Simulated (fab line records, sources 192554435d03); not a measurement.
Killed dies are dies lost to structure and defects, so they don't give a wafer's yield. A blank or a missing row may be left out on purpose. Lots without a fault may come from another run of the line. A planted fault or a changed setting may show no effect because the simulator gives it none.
A struck lot beside a sound one | flow n5_finfet | 14 steps out of a route of 1938
Sound: wafers L221.1, L221.2, L221.4. Struck: wafers L215.1, L215.2, L215.6. The cause comes at the end.
At each step with rows: each side's tool, then ch and its chambers, then its first start. Under that, the readings that differ: sound wafers | struck wafers | difference of the means | sigmas: that difference in standard deviations of wafers without a fault.
alike: readings whose means differ by less than 2 such deviations, and words and numbers that are the same on both sides. not compared: withheld readings, readings that some wafer has no value for, bounds like >300 that may hide the same value, and numbers for which the record gives no deviation and whose values overlap.
The two part at a step that has a row with sigmas, a row that says differs or no value, or rows on one side only. Numbers that don't overlap but have no deviation are shown without sigmas and don't part them. A reading that every wafer of one side lacks parts them only if that side has two wafers or more.

N5_PASSIVATION_PECVD_00: deposits SiO2 from SiH4/N2O, target thk 200 nm, time 11.2 s.
  sound on pecvd-02 ch 0,1,2, day 15 23:33; struck on pecvd-02 ch 0,2, day 13 14:54
  alike: heater_power_w, showerhead_plenum_p_Torr, susceptor_temp_C, throttle_valve_pct
N5_MIM_BOT_DEGAS_01: time 60 s.
  sound on pvd_sputter-01, day 15 23:43; struck on pvd_sputter-02, day 13 15:55
  alike: heater_power_w, susceptor_temp_C
then, 1 step without rows for these wafers: N5_MIM_BOT_SPUTTER_00 (material TiN, target thk 35 nm, time 89.7 s).
N5_MIM_TOP_ALD_00: deposits Al2O3, purge time 3 s, co reactant pulse time 3 s.
  sound on ald_hk-01 ch 0,1,3, day 15 23:51; struck on ald_hk-03 ch 0,2,3, day 13 16:03
  alike: precursor_pulse_height_rel
then, 1 step without rows for these wafers: N5_MIM_TOP_ALD_01 (deposits HfO2, target thk 5.6 nm, pulse time 1 s, purge time 3 s).
N5_MIM_TOP_ALD_02: deposits Al2O3, purge time 3 s, co reactant pulse time 3 s.
  sound on ald_hk-01 ch 0,1,3; struck on ald_hk-03 ch 0,2,3
  alike: precursor_pulse_height_rel
N5_MIM_TOP_DEGAS_04: time 60 s.
  sound on pvd_sputter-03, day 16 00:49; struck on pvd_sputter-02, day 13 21:22
  alike: heater_power_w, susceptor_temp_C
then, 5 steps without rows for these wafers: N5_MIM_TOP_SPUTTER_03 (material TiN, target thk 35 nm, time 89.7 s); N5_MIM_TOP_LITHO_HMDS_01 (time 60 s); N5_MIM_TOP_LITHO_COAT_02; N5_MIM_TOP_LITHO_EBR_04; N5_MIM_TOP_LITHO_SOFTBAKE_03 (time 90 s).
N5_MIM_TOP_LITHO_EXPOSE_05: exposes mask MIM TOP, target cd 2000 nm.
  sound on krf_scanner-01 ch 0, day 16 01:04; struck on krf_scanner-02, day 13 21:45
  no value came back on the struck wafers for exposure_dose_mJ_cm2, focus_offset_nm (nm), na, stage_vel_mm_s (mm/s); on the sound wafers exposure_dose_mJ_cm2 reads 20.468 20.511 20.494
  alike: mask
then, 1 step without rows for these wafers: N5_MIM_TOP_LITHO_PEB_06.

WHERE THEY PART
Only at N5_MIM_TOP_LITHO_EXPOSE_05, within this record.

WHY: what the simulator had put in
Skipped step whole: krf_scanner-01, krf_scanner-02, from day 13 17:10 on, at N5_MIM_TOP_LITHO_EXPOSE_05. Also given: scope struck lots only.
